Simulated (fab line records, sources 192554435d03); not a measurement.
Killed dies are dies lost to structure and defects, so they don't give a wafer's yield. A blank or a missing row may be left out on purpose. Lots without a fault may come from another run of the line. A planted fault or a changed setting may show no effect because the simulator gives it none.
Split-lot experiment | flow n5_finfet | 7 lots, 21 wafers read, on a route of 1938 steps

THE SPLIT
At N5_GATE_CUT_COAT_27 (time 60 s, resist thk 10 nm), the setting spin_rpm was moved away from the recipe's 1500 rpm on 6 of the 21 wafers read, by -11.0% to +7.3%. The other wafers ran this setting at the recipe's value.

FROM THE SPLIT TO THE READING: what the file shows between them, 4 steps
- N5_GATE_CUT_COAT_07: resist thk 30 nm
- N5_GATE_CUT_EBR_09
- N5_GATE_CUT_DESCUM_18: chemistry O2, time 7 s
- N5_GATE_CUT_ETCH_28: etches underlayer in N2/H2, target depth 13 nm, time 10.4 s

THE READING
CAR-EUV_of_GATE_CUT_COAT_07.thk_nm (the simulator's own value, which no gauge read), in nm, at N5_GATE_CUT_ETCH_36 (etches SiARC in CF4, target depth 13 nm, time 21.7 s). The file gives no usual value for it. The 15 wafers here that ran the recipe average 6.9 nm, standard deviation 0.12 nm.

wafer  | tool, chamber at the split | spin_rpm as run, rpm | against the recipe | CAR-EUV_of_GATE_CUT_COAT_07.thk_nm, nm | against lot-mates on the recipe
L083.1 | litho_track-05, 0          | 1604                 | +6.9%              | 7.2                                    | +0.4
L083.4 | litho_track-05, 0          | 1604                 | +6.9%              | 7.2                                    | +0.4
L083.3 | litho_track-05, 0          | 1500                 | recipe             | 6.8                                    | -
L085.2 | litho_track-03, 0          | 1500                 | recipe             | 6.8                                    | -
L085.3 | litho_track-03, 0          | 1500                 | recipe             | 6.8                                    | -
L085.6 | litho_track-03, 0          | 1335                 | -11.0%             | 6.2                                    | -0.6
L089.4 | litho_track-04, 0          | 1500                 | recipe             | 7.2                                    | -
L089.5 | litho_track-04, 0          | 1500                 | recipe             | 7                                      | -
L089.6 | litho_track-04, 0          | 1500                 | recipe             | 7                                      | -
L090.1 | litho_track-03, 0          | 1399                 | -6.7%              | 6.4                                    | -0.5
L090.2 | litho_track-03, 0          | 1500                 | recipe             | 7                                      | -
L090.5 | litho_track-03, 0          | 1500                 | recipe             | 6.8                                    | -
L092.1 | litho_track-03, 0          | 1500                 | recipe             | 7                                      | -
L092.2 | litho_track-03, 0          | 1500                 | recipe             | 6.8                                    | -
L092.5 | litho_track-03, 0          | 1500                 | recipe             | 6.8                                    | -
L094.1 | litho_track-03, 0          | 1500                 | recipe             | 7                                      | -
L094.4 | litho_track-03, 0          | 1500                 | recipe             | 6.8                                    | -
L094.5 | litho_track-03, 0          | 1609                 | +7.3%              | 7.2                                    | +0.3
L095.2 | litho_track-04, 0          | 1500                 | recipe             | 6.8                                    | -
L095.4 | litho_track-04, 0          | 1500                 | recipe             | 6.8                                    | -
L095.6 | litho_track-04, 0          | 1397                 | -6.9%              | 6.2                                    | -0.6

THE FIT
A straight line over all 21 wafers: CAR-EUV_of_GATE_CUT_COAT_07.thk_nm changes by +0.0609 nm for each +1% of spin_rpm; r = +0.90; the points scatter about the line by 0.13 nm.
The same after taking each lot's own level away (the mean of its wafers on the recipe; 21 wafers): +0.06 nm for each +1%; r = +0.95; scatter 0.09 nm.
On that fit, the largest move of spin_rpm shifts the reading by 0.66 nm.
The lots' own levels span 6.80 to 7.07 nm, that is 2.2 times the standard deviation above.
So the lot-to-lot level changes the slope little: the two slopes agree.
Check: with one of the wafers moved furthest among these (-11.0%) left out of the fit, the line predicts -0.725 nm for it against its lot-mates. It came out at -0.6 nm against them.

THE WHOLE CHAIN: every reading that the file lists as answering this split, in the file's order
step                | what it does                                                | reading                                                                                | change (the file's fit)                | r (the file's)
N5_GATE_CUT_COAT_27 | time 60 s, resist thk 10 nm                                 | underlayer_of_GATE_CUT_COAT_27.thk_nm (the simulator's own value, which no gauge read) | -0.0564 nm for each +1% of the setting | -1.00
N5_GATE_CUT_ETCH_28 | etches underlayer in N2/H2, target depth 13 nm, time 10.4 s | CAR-EUV_of_GATE_CUT_COAT_07.thk_nm (the simulator's own value, which no gauge read)    | +0.0675 nm for each +1% of the setting | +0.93
N5_GATE_CUT_ETCH_28 | etches underlayer in N2/H2, target depth 13 nm, time 10.4 s | etch.depth_nm (the simulator's own value, which no gauge read)                         | -0.0527 nm for each +1% of the setting | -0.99
N5_GATE_CUT_ETCH_36 | etches SiARC in CF4, target depth 13 nm, time 21.7 s        | CAR-EUV_of_GATE_CUT_COAT_07.thk_nm (the simulator's own value, which no gauge read)    | +0.0606 nm for each +1% of the setting | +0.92

THE FILE'S OWN FIT
CAR-EUV_of_GATE_CUT_COAT_07.thk_nm changes by +0.0606 nm for each +1% of spin_rpm, r = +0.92.
